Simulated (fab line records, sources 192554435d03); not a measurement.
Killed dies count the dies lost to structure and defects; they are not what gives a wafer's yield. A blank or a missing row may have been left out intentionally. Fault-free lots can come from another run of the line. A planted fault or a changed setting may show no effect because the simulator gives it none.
fab line records | flow n5Finfet
record: lots: 4 | wafers: 10 | lastDay: 17
route steps=1938 shown HKMG_FIN@426 GATE_CUT@465 BEOL_M4@1111 PASSIVATION@1936
lots that met no fault: taken from a fault-free run of the same line
startH: the number of hours between the record's first day and the start of the first shown wafer of the lot | waitH: hours from the lot's prior step to this one | " repeats the value in the row above | L1.1+2: a single row standing in for several wafers | - no value, or no start was given | * or withheld: withheld | < > ~ a bound
route shown NAME@n: a module of which the file shows steps, and the number in the route of the first | usual: the fault-free wafers' mean and standard deviation | same: alike in all rows | chamber/n: place in a boat | sites: the reading at each site | _std_site: their standard deviation | _edge_site: inner sites' mean taken away from outer sites' mean | radiusMm: for every site, how far away it sits from the centre of the wafer | mask NAME#n: copy n | behind: the last tool/chamber to shape the wafer | hold: what put the lot on hold/how long, in hours/how the hold closed | device: transistor that didn't switch, given as n, p or np | end of line: the tests these same wafers got at the end of their route | a step given without rows: its recipe and nothing more | killed: the dies lost at the first sort to structure and to defects; this is not the yield of the wafer | map: a wafer's dies, x killed, . not, _ none there
set.NAME: the setting as run; set.NAME@STEP: as run at that earlier step | model.NAME: the simulator's own value behind a step, which no gauge read
lots at some steps of the route; a table a step, a row a wafer
services: a tool's chamber out of use, with start hour (startH, from the record's first day; less than 0 if before it), hours out, and reason
== steps ==
step: N5_HKMG_FIN_SOFTBAKE_07
recipe: tempC: 110 | timeS: 60 | resist: CAR-ArF
step: N5_HKMG_FIN_EXPOSE_09
recipe: maskId: NWFM | na: 1.35 | sourceShape: conventional | sigmaOuter: 0.8 | polarization: unpolarized | doseMj: 39.25
step: N5_HKMG_FIN_PEB_10
recipe: pebTempC: withheld | pebTimeS: 60 | resist: CAR-ArF
step: N5_HKMG_FIN_DEVELOP_11
recipe: developTimeS: 30 | developer: TMAH | resist: CAR-ArF | devTempC: 23 | rinseLiquid: diw | dry: airSpin
step: N5_HKMG_FIN_DESCUM_17
recipe: chemistry: O2 | timeS: 7.9 | sourcePowerW: 50 | biasPowerW: 20 | pressureMtorr: 20 | rfFrequencyHz: 2.712e+07 | tempC: 40 | resist: CAR-ArF | o2FlowSccm: 225
step: N5_HKMG_FIN_ETCH_31
recipe: chemistry: CF4 | target: SiARC | targetDepthA: 455 | maskMaterial: CAR-ArF | timeS: 75.8 | ionEnergyEv: 80 | pressureMtorr: 40 | sourceW: 545 | biasW: 36 | Ar_flow_sccm: 100 | cf4FlowSccm: 100 | ends: cleared
step: N5_HKMG_FIN_ETCH_32
recipe: chemistry: N2/H2 | target: SOC | targetDepthA: 2400 | tempC: 40 | timeS: 300 | ionEnergyEv: 200 | maskMaterial: SiARC | pressureMtorr: 30 | sourceW: 840 | biasW: 150 | n2FlowSccm: 200 | h2FlowSccm: 200
step: N5_HKMG_FIN_STRIP_33
recipe: chemistry: N2/H2 | tempC: 40 | n2FlowSccm: 200 | h2FlowSccm: 200 | rfFrequencyHz: 6e+07
step: N5_HKMG_FIN_STRIP_34
recipe: chemistry: CF4 | resist: SiARC | powerW: 300 | biasPowerW: 75 | pressureMtorr: 50 | cf4FlowSccm: 150 | rfFrequencyHz: 6e+07
step: N5_HKMG_FIN_ETCH_35
recipe: chemistry: N2/H2 | target: SOC | targetDepthA: 2158 | ionEnergyEv: 65 | biasW: 5 | sourceW: 3000 | timeS: 243.4 | pressureMtorr: 30 | n2FlowSccm: 200 | h2FlowSccm: 200
usual: drypumpMotorCurrentA: 5.9/0.56 | oesProductAu: 0.79/0.081 | rfVppV: 142.0/1 | runLengthS: 267.0/0.37 | showerheadPlenumPTorr: 2.59/0.086 | throttleValvePct: 17.79/0.24
lot.wafer | tool       | chamber | startH | waitH | drypumpMotorCurrentA | oesProductAu | rfHoursCounterH | rfVppV | runLengthS | showerheadPlenumPTorr | throttleValvePct | model.HKMG_FIN.featureDepthNm | model.etch.depthNm | model.SOC_of_HKMG_FIN_COAT_29.thkNm
L622.1    | rieDiel-05 | 2       | 92.69  | 0.0   | 5.9                  | 0.72         | 197             | 142.1  | 267.2      | 2.63                  | 17.60            | 214.6                         | 214.6              | 86.4
L622.3    | "          | 0       | "      | "     | 5.7                  | 0.78         | 98              | 142.5  | 267.2      | 2.68                  | 18.05            | 219.8                         | 219.8              | 81.6
L622.5    | "          | 0       | "      | "     | 5.7                  | 0.78         | -               | 141.9  | 267.3      | 2.68                  | 18.04            | 218                           | 218                | 82.8
L630.2    | rieDiel-05 | 0       | 145.64 | 0.0   | 5.7                  | 0.77         | 116             | 141.8  | 218.0      | 2.68                  | 18.06            | 175.4                         | 175.5              | 125.8
L630.6    | "          | 1       | "      | "     | 4.9                  | 0.89         | -               | 141.6  | 267.6      | 2.48                  | 17.46            | 215.2                         | 215.1              | 85.6
L631.2    | rieDiel-05 | 3       | 152.41 | 0.0   | 6.4                  | 0.73         | 178             | 142.0  | 218.0      | 2.63                  | 17.91            | 173.4                         | 173.4              | 128.2
L631.5    | "          | 1       | "      | "     | 4.9                  | 0.88         | -               | 140.4  | 218.6      | 2.48                  | 17.47            | 170                           | 169.9              | 131
L637.2    | rieDiel-02 | 0       | 183.21 | 0.0   | 6.1                  | 0.73         | 181             | 142.6  | 267.6      | 2.63                  | 17.83            | 213.6                         | 213.6              | 86.4
L637.3    | "          | 3       | "      | "     | 5.8                  | 0.82         | 93              | 142.9  | 267.5      | 2.68                  | 18.02            | 218.2                         | 218.2              | 82
L637.4    | "          | 2       | "      | "     | 6.1                  | 0.69         | 248             | 140.4  | 266.4      | 2.40                  | 18.17            | 213.8                         | 213.9              | 85
step: N5_HKMG_FIN_STRIP_92
recipe: chemistry: N2/H2 | material: SOC | timeS: 20 | powerW: 500 | tempC: 40 | pressureMtorr: 50 | rfFrequencyHz: 6e+07 | biasPowerW: 8 | h2Frac: 0.5 | n2FlowSccm: 300 | h2FlowSccm: 300
usual: drypumpMotorCurrentA: 5.9/0.56 | oesProductAu: 0.79/0.082 | rfVppV: 54.3/0.84 | showerheadPlenumPTorr: 3.42/0.11 | tempC: 40.00/0.12 | throttleValvePct: 18.9/0.39
lot.wafer | tool       | chamber | startH | waitH | drypumpMotorCurrentA | oesProductAu | rfHoursCounterH | rfVppV | showerheadPlenumPTorr | tempC | throttleValvePct | model.SOC_of_HKMG_FIN_COAT_29.thkNm
L622.1    | rieDiel-05 | 2       | 92.84  | 0.1   | 5.9                  | 0.72         | 198             | 54.5   | 3.47                  | 39.88 | 18.7             | 76.2
L622.3    | "          | 0       | "      | "     | 5.7                  | 0.79         | 98              | 57.4   | 3.54                  | 39.85 | 19.4             | 71.2
L622.5    | "          | 0       | "      | "     | 5.7                  | 0.78         | -               | 55.5   | 3.54                  | 39.87 | 19.4             | 72.2
L630.2    | rieDiel-05 | 0       | 145.79 | 0.1   | 5.7                  | 0.76         | 116             | 54.1   | 3.53                  | 40.01 | 19.5             | 115.6
L630.6    | "          | 1       | "      | "     | 4.9                  | 0.89         | -               | 53.9   | 3.28                  | 39.88 | 18.3             | 75.6
L631.2    | rieDiel-05 | 3       | 152.55 | 0.1   | 6.4                  | 0.72         | 178             | 53.9   | 3.47                  | 39.81 | 18.9             | 118
L631.5    | "          | 1       | "      | "     | 4.9                  | 0.89         | -               | 54.4   | 3.28                  | 39.91 | 18.3             | 120.8
L637.2    | rieDiel-02 | 0       | 183.36 | 0.1   | 6.2                  | 0.72         | 182             | 53.3   | 3.47                  | 40.04 | 18.9             | 76.4
L637.3    | "          | 3       | "      | "     | 5.8                  | 0.83         | 93              | 54.4   | 3.53                  | 39.98 | 19.4             | 71.6
L637.4    | "          | 2       | "      | "     | 6.1                  | 0.69         | 248             | 53.5   | 3.17                  | 40.11 | 19.2             | 75
step: N5_HKMG_FIN_WET_ETCH_18
recipe: chemistry: SC1 | target: TiN | mix: 1:1:5 | tempC: * | timeS: 55 | targetDepthNm: 5.2 | dry: ipaMarangoni | rinseTimeS: 30 | rinseTempC: 23
step: N5_HKMG_FIN_STRIP_19
recipe: chemistry: N2/H2 | powerW: 2500 | tempC: 300 | h2Frac: 0.65 | timeS: 360 | pressureMtorr: withheld | n2FlowSccm: 1750 | h2FlowSccm: 3250
step: N5_HKMG_FIN_ALD_91
recipe: material: TiN | targetThkA: 10 | tempC: 400 | aldPrecursorFamily: TiCl4 | aldCoReactant: NH3 | pulseTimeS: 1 | purgeTimeS: 3 | coReactantPurgeTimeS: 2 | coReactantPulseTimeS: 2 | aldCycles: 47 | pressureTorr: 3
step: N5_HKMG_FIN_COAT_85
recipe: resist: SOC | tempC: 250 | timeS: 60 | spinRpm: 1500 | resistThkNm: 300
step: N5_HKMG_FIN_ETCH_86
recipe: chemistry: N2/H2 | target: SOC | targetDepthA: 3932 | stopOn: TiN | ionEnergyEv: 100 | biasW: 61 | pressureMtorr: 30 | sourceW: 850 | n2FlowSccm: 200 | h2FlowSccm: 200
step: N5_HKMG_FIN_STRIP_89
recipe: chemistry: N2/H2 | material: SOC | timeS: 20 | powerW: 500 | tempC: 40 | pressureMtorr: 50 | rfFrequencyHz: 6e+07 | biasPowerW: 8 | h2Frac: 0.5 | n2FlowSccm: 300 | h2FlowSccm: 300
step: N5_HKMG_FIN_WET_ETCH_87
recipe: chemistry: SC1 | target: TiN | mix: 1:2:40 | tempC: 50 | timeS: 154.2 | targetDepthNm: 4.7 | dry: ipaMarangoni | rinseTimeS: 30 | rinseTempC: 23
step: N5_HKMG_FIN_STRIP_88
recipe: chemistry: N2/H2 | powerW: 2500 | tempC: 300 | h2Frac: 0.65 | timeS: 360 | pressureMtorr: withheld | n2FlowSccm: 1750 | h2FlowSccm: 3250
step: N5_HKMG_FIN_NWFM_ALD_20
recipe: material: TiAlC | targetThkA: 20 | tempC: 300 | aldPrecursorFamily: TiCl4 | aldCoReactant: TEA | pulseTimeS: 3 | purgeTimeS: 2 | coReactantPurgeTimeS: 2 | coReactantPulseTimeS: 10 | aldCycles: 7 | pressureTorr: 3
step: N5_HKMG_FIN_ALD_71
recipe: material: TiN | targetThkA: 10 | tempC: 400 | aldPrecursorFamily: TiCl4 | aldCoReactant: NH3 | pulseTimeS: 1 | purgeTimeS: 3 | coReactantPurgeTimeS: 2 | coReactantPulseTimeS: 2 | aldCycles: 47 | pressureTorr: 3
step: N5_HKMG_FIN_COAT_66
recipe: resist: SOC | tempC: 250 | timeS: 60 | spinRpm: 1500 | resistThkNm: 300
step: N5_HKMG_FIN_ETCH_67
recipe: chemistry: N2/H2 | target: SOC | targetDepthA: 3889 | stopOn: TiN | ionEnergyEv: 100 | biasW: 61 | pressureMtorr: 30 | sourceW: 850 | n2FlowSccm: 200 | h2FlowSccm: 200
step: N5_HKMG_FIN_STRIP_90
recipe: chemistry: N2/H2 | material: SOC | timeS: 20 | powerW: 500 | tempC: 40 | pressureMtorr: 50 | rfFrequencyHz: 6e+07 | biasPowerW: 8 | h2Frac: 0.5 | n2FlowSccm: 300 | h2FlowSccm: 300
step: N5_HKMG_FIN_WET_ETCH_73
recipe: chemistry: SC1 | mix: 1:2:40 | tempC: 50 | timeS: 42.3 | targetDepthNm: 1.3 | dry: ipaMarangoni | rinseTimeS: 30 | rinseTempC: 23
step: N5_HKMG_FIN_ETCHBACK_68
recipe: chemistry: Cl2/Ar | stopOn: HfO2 | targetDepthA: 5 | pressureMtorr: 10 | icpW: 600 | biasW: 60 | Cl2_flow_sccm: 40 | Ar_flow_sccm: 60
step: N5_HKMG_FIN_STRIP_69
recipe: chemistry: N2/H2 | powerW: 2500 | tempC: 300 | h2Frac: 0.65 | timeS: 360 | pressureMtorr: withheld | n2FlowSccm: 1750 | h2FlowSccm: 3250
step: N5_HKMG_FIN_ALD_21
recipe: material: TiN | targetThkA: 15 | tempC: 400 | aldPrecursorFamily: TiCl4 | aldCoReactant: NH3 | pulseTimeS: 1 | purgeTimeS: 3 | coReactantPurgeTimeS: 2 | coReactantPulseTimeS: 2 | aldCycles: 68 | pressureTorr: 3
step: N5_HKMG_FIN_ALD_72
recipe: material: W | targetThkA: 20 | tempC: 300 | pressureTorr: 7.5 | aldPrecursorFamily: WF6 | aldCoReactant: B2H6 | pulseTimeS: 1 | purgeTimeS: 2 | coReactantPurgeTimeS: 2 | coReactantPulseTimeS: 3 | aldCycles: 7
step: N5_HKMG_FIN_W_FILL_22
recipe: material: W | targetThkA: 600 | tempC: 400 | pressureTorr: 39.4 | timeS: 18.2
step: N5_HKMG_FIN_PRECLEAN_83
recipe: chemistry: DIW | timeS: 57.5 | tempC: 23
step: N5_HKMG_FIN_SRD_84
recipe: dryTimeS: 32 | dry: n2Spin | spinRpm: 1500
step: N5_HKMG_FIN_CMP_23
recipe: stopOn: SiNx | tOverpolishS: 10 | postCmpClean: rinseOnly | downForcePsi: 4 | platenRpm: 50.289 | padVelocityMS: 1.0006 | targetThkNm: 46.326
step: N5_HKMG_FIN_CMP_94
recipe: stopOn: SiNx | postCmpClean: wDiluteNh4oh | tOverpolishS: 4.7 | downForcePsi: 4 | platenRpm: 50.289 | padVelocityMS: 1.0006 | targetThkNm: 43.299
step: N5_GATE_CUT_ETCHBACK_00
recipe: chemistry: SF6/Cl2 | target: W | pressureMtorr: 8 | icpW: 900 | biasW: 80 | SF6_flow_sccm: 40 | Cl2_flow_sccm: 60
step: N5_GATE_CUT_ETCH_56
recipe: chemistry: Cl2/Ar | target: TiN | targetDepthA: 216 | pressureMtorr: 10 | icpW: 600 | biasW: 60 | Cl2_flow_sccm: 40 | Ar_flow_sccm: 60
step: N5_GATE_CUT_ETCHBACK_30
recipe: chemistry: Cl2/Ar | target: TiN | targetDepthA: 30 | mode: isotropic | pressureMtorr: 10 | icpW: 600 | biasW: 60 | Cl2_flow_sccm: 40 | Ar_flow_sccm: 60
step: N5_BEOL_M4_RC_MEAS_101
usual: DIBL_N: 36.4/1.4 | DIBL_P: 36.4/1.5 | IOFF_N: 0.156/0.022 | IOFF_P: 0.210/0.023 | ION_N: 675/9.1 | ION_P: 463/5.7 | SS_N: 71.6/0.45 | SS_P: 73.3/0.56 | VT_N: 250/3.1 | VT_P: -250.3/2.3
lot.wafer | tool      | chamber | startH | waitH | DIBL_N[mV/V] | DIBL_P[mV/V] | IOFF_N[nA/um] | IOFF_P[nA/um] | ION_N[uA/um] | ION_P[uA/um] | SS_N[mV/dec] | SS_P[mV/dec] | VT_N[mV] | VT_P[mV]
L622.1    | prober-01 | 0       | 204.19 | 0.0   | 37.2         | 37.6         | 0.194         | 0.225         | 688          | 466          | 72.1         | 74.0         | 247      | -251.5
L622.3    | "         | 0       | "      | "     | 36.7         | 36.4         | 0.174         | 0.203         | 679          | 461          | 70.8         | 74.3         | 250      | -254.5
L622.5    | "         | 0       | "      | "     | 35.7         | 34.7         | 0.153         | 0.184         | 674          | 454          | 71.7         | 73.2         | 248      | -252.9
L631.2    | prober-01 | 0       | 257.46 | 0.2   | 34.8         | 34.8         | 0.115         | 0.179         | 628          | 450          | 71.4         | 73.2         | 258      | -254.4
L631.5    | "         | 0       | "      | "     | 36.0         | 36.2         | 0.129         | 0.194         | 639          | 464          | 71.5         | 74.0         | 256      | -252.4
L630.2    | prober-02 | 0       | 264.84 | 0.2   | 35.3         | 36.3         | 0.121         | 0.206         | 633          | 463          | 71.5         | 73.3         | 258      | -250.7
L630.6    | "         | 0       | "      | "     | 36.7         | 37.7         | 0.145         | 0.223         | 664          | 461          | 71.9         | 73.4         | 253      | -249.0
L637.2    | prober-02 | 0       | 306.25 | 0.2   | 38.1         | 36.5         | 0.167         | 0.231         | 679          | 466          | 71.3         | 73.3         | 251      | -248.7
L637.3    | "         | 0       | "      | "     | 36.9         | 35.3         | 0.149         | 0.216         | 675          | 465          | 71.3         | 72.9         | 251      | -249.1
L637.4    | "         | 0       | "      | "     | 36.9         | 35.2         | 0.148         | 0.219         | 671          | 469          | 71.4         | 72.7         | 254      | -251.0
step: N5_PASSIVATION_PROBE_49
usual: defectLimitedYield: 91.5/1.3 | killed_at_M0_to_M3: 33/10 | killed_at_M4_up: 13/4 | killedAtContacts: 12/6.3 | killedAtFrontEnd: 39/11 | killedAtOther: 3.4/2.6 | killedDies: 100/15 | killedOpen: 65/11 | killedShort: 34/7.8 | sort_bin_5_function: 5.0/0.89 | sort_bin_6_memory: 3.2/0.58 | sort_bin_8_speed: 0/0 | sortNPass: 1080/15 | sortYieldPct: 91.5/1.3
same: grossDies: 1180 | killedAtBackSide: 0 | sort_bin_4_leakage[%]: 0
lot.wafer | tool      | chamber | startH | waitH | defectLimitedYield[%] | killed_at_M0_to_M3 | killed_at_M4_up | killedAtContacts | killedAtFrontEnd | killedAtOther | killedDies | killedOpen | killedShort | sort_bin_5_function[%] | sort_bin_6_memory[%] | sort_bin_8_speed[%] | sortNPass | sortYieldPct[%]
L631.2    | prober-01 | -       | 363.49 | 0.1   | 92.5                  | 37                 | 10              | 8                | 29               | 4             | 88         | 62         | 26          | 4.4                    | 2.9                  | 5.51                | 1027      | 87.0
L631.5    | prober-01 | -       | 363.64 | 0.2   | 91.3                  | 35                 | 8               | 7                | 46               | 7             | 103        | 60         | 43          | 5.2                    | 3.3                  | 0                   | 1077      | 91.3
L630.2    | prober-02 | -       | 382.09 | 0.1   | 91.0                  | 28                 | 9               | 17               | 47               | 5             | 106        | 65         | 41          | 4.7                    | 3.9                  | 0.34                | 1070      | 90.7
L637.2    | prober-01 | -       | 416.82 | 0.1   | 91.4                  | 23                 | 11              | 24               | 40               | 4             | 102        | 63         | 39          | 5.7                    | 2.5                  | 0                   | 1078      | 91.4
L637.3    | prober-01 | -       | 416.87 | 0.1   | 91.6                  | 36                 | 13              | 11               | 39               | 0             | 99         | 60         | 36          | 4.6                    | 3.1                  | 0                   | 1081      | 91.6
L637.4    | prober-01 | -       | 416.92 | 0.2   | 90.7                  | 29                 | 13              | 22               | 43               | 3             | 110        | 66         | 44          | 5.6                    | 3.3                  | 0                   | 1070      | 90.7
killed by level:class
L631.2 BEOL_M3:geometricParticle:open=10 BEOL_M1:geometricParticle:open=7 STI_FIN_REVEAL:geometricParticle:open=6 GATE_CUT:geometricParticle:open=6 BEOL_M0_SAQP:geometricParticle:open=6 FIN_SAQP:geometricParticle:open=5 MOL_CONTACT_COAG:geometricParticle:open=5 BEOL_M2:geometricParticle:open=5
L631.5 BEOL_M0_SAQP:geometricParticle:open=10 BEOL_M0_SAQP:geometricParticle:short=10 FIN_SAQP:geometricParticle:short=8 FIN_SAQP:geometricParticle:open=8 STI_FIN_REVEAL:geometricParticle:open=6 BEOL_M3:geometricParticle:open=6 MOL_CONTACT_COAG:geometricParticle:open=5 STARTING-WAFER:geometricParticle:open=5
L630.2 FIN_SAQP:geometricParticle:open=15 MOL_CONTACT_COAG:geometricParticle:open=11 FIN_SAQP:geometricParticle:short=9 BEOL_M3:geometricParticle:open=7 MOL_CONTACT_COAG:geometricParticle:short=6 BEOL_M1:geometricParticle:open=6 BEOL_M0_SAQP:geometricParticle:open=5 BEOL_M0_SAQP:geometricParticle:short=4
L637.2 MOL_CONTACT_COAG:geometricParticle:open=19 FIN_SAQP:geometricParticle:short=13 GATE_CUT:geometricParticle:short=9 FIN_SAQP:geometricParticle:open=7 BEOL_M3:geometricParticle:open=7 GATE_CUT:geometricParticle:open=5 MOL_CONTACT_COAG:geometricParticle:short=5 BEOL_M4:geometricParticle:open=5
L637.3 FIN_SAQP:geometricParticle:short=15 BEOL_M3:geometricParticle:open=14 BEOL_M2:geometricParticle:open=11 MOL_CONTACT_COAG:geometricParticle:open=9 GATE_CUT:geometricParticle:short=8 FIN_SAQP:geometricParticle:open=7 BEOL_M0_SAQP:geometricParticle:open=6 BEOL_M4:geometricParticle:open=4
L637.4 FIN_SAQP:geometricParticle:short=22 MOL_CONTACT_COAG:geometricParticle:open=19 BEOL_M3:geometricParticle:open=8 FIN_SAQP:geometricParticle:open=6 BEOL_M0_SAQP:geometricParticle:short=6 GATE_CUT:geometricParticle:short=5 BEOL_M2:geometricParticle:open=5 BEOL_M4:geometricParticle:open=4
map L630.6 (x killed, . not)
_________________..x.....x..x________________
______________.............x.x.._____________
___________x........x..............__________
__________..............x.....x....._________
________...........x.....x.x.x........_______
_______....x....x..........x..x.x......______
______............................x....._____
_____.x...x....x....x...x......x.........____
____......x.....................x.....x...___
___..x........................xx.....x.....__
___.x.....x........................x.......__
__....x..x.....x.x.........x.x..x.....x..x.._
__.....x....xx....x.x.....x..x.............._
_........x.......x.....x.......x.............
_........x...x....x..........xxx....x.x...xxx
_.xx...xx...x............x...................
_.............xx......x..............x.......
_...........x.x............x.x...xx.x.....x..
_..x.x...........................x...........
_......x........x..........x............x....
_...xx.x.......x....x.............x..........
__x..x.x....x..x..............x............._
__.x..x..x.......................x.........._
___x...x...x.......x...x....x...x.x..x.....__
___....................x.........x...x.....__
____......xxx............x................___
_____..........x......x..x...xx..x..x....____
______...x.....x...x...................._____
_______........x..x..................x.______
________....................xx........_______
__________..x....x.................._________
___________.....x...xx............x__________
______________xx.......x......x._____________
_________________..x......x..________________
map L631.5 (x killed, . not)
_________________..........x.________________
______________.......x.x...x...._____________
___________........................__________
__________x................x........_________
________...xx...............xx.x.....x_______
_______...x........x...................______
______.................................._____
_____......x......................x.xx...____
____x.......x...x.........................___
___.....x.......................x......x...__
___.......................x................__
__......x...x.......................x......._
__...........x.....xx..x....x............x.x_
_...................x.................x.x...x
_..........x.............x...x...............
_.......x.x...................x........x.....
_.....................xx...x..x......x.......
_.x...............................x..........
_.x....x.........x.......x.....x......x......
_.....................x....x...............x.
_.x......xx..................................
__..x.......................x..........x...._
__...........x............x...x..x.xx.x...x._
___........x.....x.........................__
___................x.............x.x......x__
____....................x.xx......x.......___
_____..x......................x..xx......____
______.x.....x.......................x.._____
_______.............x..x...xx..........______
________.............x.xx....x........_______
__________.......x............x....._________
___________........................__________
______________.................._____________
_________________............________________
== services ==
tool       | chamber | startH | hours | kind
rieDiel-02 | 3       | 127.94 | 2.0   | repair
== key ==
firstSign: step: N5_HKMG_FIN_ETCH_35 | reading: runLengthS | direction: down | sigmas: 99+ | usual: * | struck: *
effect: step: N5_BEOL_M4_RC_MEAS_101 | reading: ION_N | direction: down | sigmas: 4.5 | usual: 675 | struck: 634
effect: step: N5_PASSIVATION_PROBE_49 | reading: sort_bin_8_speed | direction: up | sigmas: 23 | usual: 0 | struck: 1.95 | wafersMoved: 2
modelEffect: step: N5_HKMG_FIN_ETCH_35 | value: HKMG_FIN.featureDepthNm | without: 216.6 | struck: 172.9
modelEffect: step: N5_HKMG_FIN_STRIP_92 | value: SOC_of_HKMG_FIN_COAT_29.thkNm | without: 74.53 | struck: 118.1
metAt N5_HKMG_FIN_ETCH_35
struckWafers L630.2,L631.2,L631.5
onsetBetween 92.69 145.64
fault: kind: processParameterDrift | tool: rieDiel-05 | chamber: - | onsetH: 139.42 | steps: N5_HKMG_FIN_ETCH_35 | channel: timeS | offset: * | shape: step | endH: 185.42 | scope: struckWafersOnly | actsIn: * | stated: *
